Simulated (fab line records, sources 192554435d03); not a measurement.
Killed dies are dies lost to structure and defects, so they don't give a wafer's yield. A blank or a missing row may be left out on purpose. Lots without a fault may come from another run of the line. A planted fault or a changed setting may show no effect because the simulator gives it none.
Chamber matching | flow n5_finfet | N5_FIN_SAQP_PECVD_47 on pecvd-03: 3 sister chambers
The step deposits a-Si from SiH4/He, target thk 45 nm, time 36.3 s. 6 wafers are shown with their chamber, then 7 later ones without.

WAFERS WITH THEIR CHAMBER
wafer  | chamber | showerhead_plenum_p_Torr (Torr) | throttle_valve_pct (%)
L086.5 | 1       | 5.69                            | 18.0
L087.1 | 2       | 5.71                            | 17.8
L087.2 | 1       | 5.68                            | 18.6
L087.5 | 0       | 5.63                            | 17.8
L088.2 | 0       | 5.63                            | 18.3
L088.3 | 2       | 5.70                            | 18.1

WAFERS WITHOUT THEIR CHAMBER
wafer  | showerhead_plenum_p_Torr (Torr) | throttle_valve_pct (%)
L088.6 | 5.63                            | 18.0
L089.2 | 5.64                            | 18.2
L089.3 | 5.64                            | 18.1
L089.5 | 5.71                            | 18.0
L096.2 | 5.71                            | 18.0
L096.5 | 5.70                            | 18.2
L096.6 | 5.62                            | 18.3

WHICH CHAMBER EACH WENT THROUGH
wafer  | from the rows above     | in truth
L088.6 | 0                       | 0
L089.2 | 0                       | 0
L089.3 | 0                       | 0
L089.5 | 2                       | 2
L096.2 | 2                       | 2
L096.5 | can't be placed: 2 or 1 | 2
L096.6 | 0                       | 0
Placed correctly: 6 of 7. Can't be placed from these rows: 1 (the true chamber is among the candidates in 1). Placed wrongly: 0.
How it was worked out, from the rows above alone: a wafer's distance from a chamber is the root of the sum, over the readings, of the square of ((its reading less the chamber's mean) divided by the reading's scatter). The wafer belongs to the nearest chamber; if the next one is less than 2 further off, it can't be placed. A chamber's mean is the mean of its shown wafers. The scatter: the root of (the sum of the squares of (reading less its chamber's mean) over the shown wafers, divided by (wafers less chambers)).
